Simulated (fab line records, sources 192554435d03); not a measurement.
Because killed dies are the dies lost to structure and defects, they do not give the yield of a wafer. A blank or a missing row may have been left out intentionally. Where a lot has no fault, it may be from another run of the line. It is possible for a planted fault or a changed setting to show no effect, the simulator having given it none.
What tool caused it? -- flow n5-finfet -- 33 wafers from 11 lots sampled at 3 of the route's 1938 steps

## WHAT THE GAUGES READ, wafer by wafer
N5_BEOL_M3_CD_MEAS_11 targets a cd of 17.05 nm.
lot,measured,on,cd-nm (nm)
L075,day 7 07:58,cd-sem-03,17.10 17.08 17.28
L076,day 7 17:17,cd-sem-02,16.94 16.76 16.92
L079,day 8 04:09,cd-sem-02,16.90 16.85 17.38
L081,day 8 17:34,cd-sem-03,16.77 16.50 16.71
L083,day 9 08:01,cd-sem-02,16.54 16.75 16.58
L086,day 9 15:40,cd-sem-03,17.28 17.22 16.83
L088,day 10 08:17,cd-sem-01,16.56 16.73 16.70
L090,day 11 04:56,cd-sem-01,16.82 17.58 17.62
L091,day 11 10:40,cd-sem-02,17.06 17.12 17.19
L094,day 12 01:28,cd-sem-03,16.98 16.95 16.87
L096,day 12 12:46,cd-sem-01,16.88 16.91 16.45

## TOOL THAT RAN EACH LOT (tool first, then ch and the chambers of the sampled wafers, then the start)
lot,N5_BEOL_M2_DESCUM_33,N5_BEOL_M2_SPUTTER_79
L075,"rie-diel-04 ch 0,2, day 6 23:41","pvd-sputter-01, day 7 02:13"
L076,"rie-diel-02 ch 1,2, day 7 05:46","pvd-sputter-01, day 7 14:00"
L079,"rie-diel-02 ch 0,2,3, day 7 19:20","pvd-sputter-01, day 8 00:37"
L081,"rie-diel-02 ch 0,1,3, day 8 09:03","pvd-sputter-01, day 8 13:52"
L083,"rie-diel-04 ch 0,1,2, day 9 00:47","pvd-sputter-02, day 9 04:17"
L086,"rie-diel-01 ch 0,1,3, day 9 07:59","pvd-sputter-03, day 9 10:17"
L088,"rie-diel-01 ch 0,1,3, day 9 23:28","pvd-sputter-02, day 10 05:03"
L090,"rie-diel-04 ch 0,1,2, day 10 19:38","pvd-sputter-01, day 11 01:30"
L091,"rie-diel-01 ch 0,1,3, day 11 03:26","pvd-sputter-02, day 11 05:58"
L094,"rie-diel-01 ch 0,1,2, day 11 12:06","pvd-sputter-03, day 11 20:53"
L096,"rie-diel-04 ch 0,1,3, day 12 06:41","pvd-sputter-03, day 12 08:42"
- N5_BEOL_M2_DESCUM_33: chemistry O2, time 7 s.
- N5_BEOL_M2_SPUTTER_79: material Cu, target thk 4.5 nm, time 8.29 s.

## THE ANSWER, worked out from the rows above alone
Rule: the lots themselves supply what counts as usual. Put in order of their means at a reading, lots are off if they are a third of the lots or fewer, leave a main group of 4 or more, and stand apart from it by a gap of 3 or more times the standard deviation of the main group's means; of several such gaps the widest counts. A main group whose means are all the same, to the digits that the tables above print for the reading, isn't used. Also off: a lot with no number at a reading for which 4 or more lots have one. All remaining lots with rows at the step are treated as sound.
No lot is off at any reading shown: from this, nothing can be told.

## WHAT THE SIMULATOR HAD PUT IN
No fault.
